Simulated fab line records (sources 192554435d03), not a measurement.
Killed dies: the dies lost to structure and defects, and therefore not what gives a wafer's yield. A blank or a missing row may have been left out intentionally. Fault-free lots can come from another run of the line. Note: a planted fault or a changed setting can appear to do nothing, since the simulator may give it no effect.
Problem report, 8D (eight disciplines) form, completed by code :: flow n5Finfet :: the parts of the form that need people (team, actions taken, sign-off) are left out

== 1. THE PROBLEM ==
At N5_FIN_CUT_CUT_ETCH_26, runLengthS averages 58.07 s over 5 wafers from 3 lots, while fault-free wafers read 79.08 s, standard deviation 0.29. Measured from the usual mean, that is -72 standard deviations.
The step: etches SiNx in CH3F/O2, target depth 39 nm, time 55.7 s.
First observed at day 3 04:22: wafer L780.2, on rieDiel-05. The record holds 15 wafers of 5 lots with a number at this step. By rule, "out" or "out of limits" means more than 4 standard deviations away from the usual mean. The other wafers with a number count as sound.

== 2. WHAT THIS IS AND IS NOT ==
question: which readings at this step
is: runLengthS
is not: O2_flow_sccm, drypumpMotorCurrentA, oesProductAu, showerheadPlenumPTorr, throttleValvePct

question: which lots
is: L780, L781, L783
is not: L776, L796

question: which wafers of those lots
is: L780.2, L780.5, L781.1, L783.1, L783.2
is not: L780.6, L781.3, L781.4, L783.4

question: read on which tools
is: rieDiel-05
is not: rieDiel-06

question: when
is: from day 3 04:22
is not: up to then (4 sound wafers); but 6 sound wafers of L781, L783, L796 came after

== 3. WHAT RULES OUT EACH SUSPECT ==
Counting: any tool at a process step up to the reading remains a suspect provided it ran every lot that is out. Sound lots after the first of them don't rule it out here, since some wafers of a struck lot are sound.
- rieDiel-05 at N5_FIN_CUT_CUT_ETCH_26 (etches SiNx in CH3F/O2, target depth 39 nm, time 55.7 s): kept. Ran every lot that is out, first one L780 (day 3 04:22); last sound lot up to then L776 (day 2 05:53). Its own readings are out on those wafers: runLengthS.
Left after counting: rieDiel-05 at N5_FIN_CUT_CUT_ETCH_26.

== 4. THE CAUSE (what the simulator had put in) ==
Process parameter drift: rieDiel-05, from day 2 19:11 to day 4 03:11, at N5_FIN_CUT_CUT_ETCH_26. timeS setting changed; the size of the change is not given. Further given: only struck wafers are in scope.
Only this tool survived the counting.

== 5. THE EFFECT CHAIN, in route order ==
One row per reading whose mean, taken over the struck wafers that have a number, lies over 3 standard deviations from the usual. Readings are gone through only where the record gives a usual standard deviation; hours: the median, over the lots, of the time from a lot's start at the first step in this table giving one to that lot's start at this step; sigmas: the change measured in usual standard deviations.
hours: 0
step: N5_FIN_CUT_CUT_ETCH_26
reading: runLengthS
usual: 79.08 s
on struck wafers: 58.07
change: -21.01
sigmas: -72
The process steps in it:
- N5_FIN_CUT_CUT_ETCH_26: etches SiNx in CH3F/O2, target depth 39 nm, time 55.7 s.
Later measuring or inspecting steps at which every struck wafer that the step has a row for has a number for every such reading, and none has moved that far: N5_BEOL_M4_RC_MEAS_101.

== 6. HOW IT WOULD HAVE BEEN CAUGHT EARLIER ==
In this record the first reading out of limits was taken at day 3 04:22, 9 hours after the fault began at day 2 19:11.
